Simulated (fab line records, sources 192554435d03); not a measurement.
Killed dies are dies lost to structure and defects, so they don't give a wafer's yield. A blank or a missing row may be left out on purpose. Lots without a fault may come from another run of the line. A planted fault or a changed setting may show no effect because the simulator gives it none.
Split-lot experiment | flow n5_finfet | 7 lots, 21 wafers read, on a route of 1938 steps

THE SPLIT
At N5_HKMG_FIN_PWFM_ALD_03 (deposits TiN, target thk 2 nm, pulse time 1 s, purge time 3 s), the setting ald_cycles was moved away from the recipe's 91 on 4 of the 21 wafers read, by -7.7% to +16.5%. The other wafers ran this setting at the recipe's value.

The reading is taken at the split's own step.

THE READING
TiN_of_HKMG_FIN_PWFM_ALD_03.thk_nm (the simulator's own value, which no gauge read), in nm, at N5_HKMG_FIN_PWFM_ALD_03 (deposits TiN, target thk 2 nm, pulse time 1 s, purge time 3 s). The file gives no usual value for it.

wafer  | tool, chamber at the split | ald_cycles as run | against the recipe | TiN_of_HKMG_FIN_PWFM_ALD_03.thk_nm, nm | against lot-mates on the recipe
L074.4 | ald_metal-02, 3            | 84                | -7.7%              | 1.8                                    | -0.2
L074.5 | ald_metal-02, 2,1          | 91                | recipe             | 2                                      | -
L074.6 | ald_metal-02, 2,1          | 91                | recipe             | 2                                      | -
L080.1 | ald_metal-04, 0,1,3        | 91                | recipe             | 2                                      | -
L080.3 | ald_metal-04, 0,1,3        | 91                | recipe             | 2                                      | -
L080.4 | ald_metal-04, 0,1,3        | 91                | recipe             | 2                                      | -
L082.1 | ald_metal-03, 1,3,1        | 91                | recipe             | 2                                      | -
L082.4 | ald_metal-03, 1,3,1        | 91                | recipe             | 2                                      | -
L082.5 | ald_metal-03, 1,3,1        | 91                | recipe             | 2                                      | -
L088.1 | ald_metal-02, 1,0          | 106               | +16.5%             | 2.4                                    | +0.4
L088.3 | ald_metal-02, 1,0          | 106               | +16.5%             | 2.4                                    | +0.4
L088.5 | ald_metal-02, 1            | 91                | recipe             | 2                                      | -
L090.2 | ald_metal-03, 3,3,2        | 91                | recipe             | 2                                      | -
L090.5 | ald_metal-03, 3,3,2        | 91                | recipe             | 2                                      | -
L090.6 | ald_metal-03, 3,3,2        | 91                | recipe             | 2                                      | -
L095.2 | ald_metal-03, 3,1          | 91                | recipe             | 2                                      | -
L095.5 | ald_metal-03, 3,1          | 91                | recipe             | 2                                      | -
L095.3 | ald_metal-03, 2            | 98                | +7.7%              | 2.2                                    | +0.2
L096.2 | ald_metal-02, 3,3,0        | 91                | recipe             | 2                                      | -
L096.5 | ald_metal-02, 3,3,0        | 91                | recipe             | 2                                      | -
L096.6 | ald_metal-02, 3,3,0        | 91                | recipe             | 2                                      | -
Where a row lists several chambers, the file gives one row for several wafers and doesn't say which wafer went through which chamber.

THE FIT
A straight line over all 21 wafers: TiN_of_HKMG_FIN_PWFM_ALD_03.thk_nm changes by +0.0246 nm for each +1% of ald_cycles; r = +1.00; the points scatter about the line by 0.0039 nm.
The same after taking each lot's own level away (the mean of its wafers on the recipe; 21 wafers): +0.0246 nm for each +1%; r = +1.00; scatter 0.0039 nm.
On that fit, the largest move of ald_cycles shifts the reading by 0.41 nm.
The lots' own levels span 2.00 to 2.00 nm.
So the lot-to-lot level changes the slope little: the two slopes agree.
Check: with one of the wafers moved furthest among these (+16.5%) left out of the fit, the line predicts +0.409 nm for it against its lot-mates. It came out at +0.4 nm against them.

OTHER SPLITS ON THESE WAFERS
These wafers also went through other splits before the reading. Each is held against what the fit with the lots' levels taken away leaves over:
other split on the same wafers            | wafers away from the commonest value | r with TiN_of_HKMG_FIN_PWFM_ALD_03.thk_nm (lot level and that fit taken away)
N5_ZERO_LAYER_EXPOSE_08 dose_mj           | 5                                    | +0.53
N5_WELL_APT_COAT_02 spin_rpm              | 8                                    | +0.25
N5_PMOS_HMC_CHANNEL_EPI_COAT_31 spin_rpm  | 7                                    | -0.02
N5_PMOS_HMC_CHANNEL_EPI_PEB_07 peb_temp_c | 11                                   | +0.32
N5_SD_EPI_N_PEB_07 peb_time_s             | 3                                    | -0.05
N5_SD_EPI_N_DESCUM_14 time_s              | 8                                    | -0.06
N5_SD_EPI_P_EPI_21 time_s                 | 3                                    | +0.06

THE FILE'S OWN FIT
TiN_of_HKMG_FIN_PWFM_ALD_03.thk_nm changes by +0.0248 nm for each +1% of ald_cycles, r = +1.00.
